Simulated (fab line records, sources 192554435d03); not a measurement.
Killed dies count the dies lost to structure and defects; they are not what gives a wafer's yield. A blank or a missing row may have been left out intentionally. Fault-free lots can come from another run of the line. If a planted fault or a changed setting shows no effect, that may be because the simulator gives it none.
Chamber matching ; flow n5-finfet ; N5_BEOL_M3_CO_CAP_55 on cvd-co-02 has 3 sister chambers
The step material Co, precursor CCTBA/H2, target thk 2 nm, time 102.1 s. 18 wafers are shown with their chamber, then 9 later ones without.

## WAFERS, EACH WITH ITS CHAMBER
wafer;chamber;heater-power-w (W)
L075.2;2;222
L075.4;0;234
L075.6;2;221
L076.1;1;244
L076.2;0;231
L076.5;1;253
L082.2;1;251
L082.3;0;235
L082.5;0;234
L084.1;1;248
L084.3;2;217
L084.6;2;226
L089.1;2;221
L089.3;1;251
L089.4;2;222
L087.3;1;254
L087.5;1;257
L087.6;2;223

SIGNATURES (means of the wafers above)
reading;chamber 0;chamber 1;chamber 2;scatter within a chamber
heater-power-w;233.50;251.14;221.71;3.26
Rule: a wafer lies at a distance from a chamber equal to the root of the sum of squares, over the readings, of (its reading less the chamber's mean, divided by the reading's scatter). The wafer belongs to the nearest chamber; if the next one is less than 2 further off, it can't be placed. The scatter is the square root of a quotient: the sum, over the shown wafers, of each reading's squared deviation from its chamber's mean, divided by wafers minus chambers.

## WAFERS WITH NO CHAMBER GIVEN
wafer;heater-power-w (W)
L088.1;238
L088.2;253
L088.5;251
L095.2;219
L095.3;250
L095.5;249
L096.1;221
L096.3;242
L096.5;227

## WHICH CHAMBER EACH WENT THROUGH
wafer;from the rows above;in truth
L088.1;0;0
L088.2;1;1
L088.5;1;1
L095.2;2;2
L095.3;1;1
L095.5;1;1
L096.1;2;2
L096.3;can't be placed: 0 or 1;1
L096.5;can't be placed: 2 or 0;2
Correctly placed: 7 of 9. Not placeable from these rows: 2 (in 2, the candidates include the true chamber). Wrongly placed: 0.
